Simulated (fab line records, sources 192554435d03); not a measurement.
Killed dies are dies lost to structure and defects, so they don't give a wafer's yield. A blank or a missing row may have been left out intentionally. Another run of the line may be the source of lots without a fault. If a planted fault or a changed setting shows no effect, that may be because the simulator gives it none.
Chamber matching    flow n5 finfet    4 sister chambers for N5_GATE_CUT_STRIP_42 on rie diel-03
The step strips in O2. 14 wafers are shown with their chamber, then 7 later ones without.

## WAFERS PAIRED WITH THEIR CHAMBERS
wafer   chamber  showerhead plenum p Torr (Torr)  drypump motor current A (A)  throttle valve pct (%)
L074.2  2        2.15                             5.1                          16.63
L074.5  3        2.03                             4.7                          16.69
L074.6  2        2.15                             5.1                          16.64
L076.2  0        2.14                             5.4                          16.96
L076.4  2        2.15                             5.1                          16.65
L076.6  0        2.14                             5.5                          16.95
L077.2  1        2.04                             5.0                          16.84
L077.3  2        2.15                             5.1                          16.65
L077.6  2        2.15                             5.1                          16.65
L079.1  3        2.03                             4.7                          16.69
L079.4  3        2.03                             4.7                          16.70
L079.5  2        2.15                             5.1                          16.64
L086.2  1        2.03                             5.0                          16.87
L086.5  1        2.03                             5.0                          16.87

SIGNATURES (means of the wafers above)
reading                   chamber 0  chamber 1  chamber 2  chamber 3  scatter within a chamber
showerhead plenum p Torr  2.1400     2.0333     2.1500     2.0300     0.00258
drypump motor current A   5.450      5.000      5.100      4.700      0.0224
throttle valve pct        16.9550    16.8600    16.6433    16.6933    0.0102
Rule: a wafer lies at a distance from a chamber equal to the root of the sum of squares, over the readings, of (its reading less the chamber's mean, divided by the reading's scatter). If the next closest chamber is less than 2 further off than the closest, the wafer can't be placed; otherwise it belongs to the closest. The scatter is the square root of a quotient: the sum, over the shown wafers, of each reading's squared deviation from its chamber's mean, divided by wafers minus chambers.

## WAFERS WITH NO CHAMBER GIVEN
wafer   showerhead plenum p Torr (Torr)  drypump motor current A (A)  throttle valve pct (%)
L086.6  2.14                             5.5                          16.48
L091.1  2.02                             4.7                          16.75
L091.2  2.14                             5.1                          16.70
L091.4  2.03                             5.0                          16.88
L092.1  2.02                             4.7                          16.74
L092.3  2.03                             5.0                          16.87
L092.5  2.03                             5.0                          16.89

## EACH ONE'S CHAMBER
wafer    from the rows above   in truth
L086.6   2                     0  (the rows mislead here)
L091.1   3                     3
L091.2   2                     2
L091.4   1                     1
L092.1   3                     3
L092.3   1                     1
L092.5   1                     1
Correctly placed: 6 of 7. Can't be placed from these rows: 0. Placed wrongly: 1.
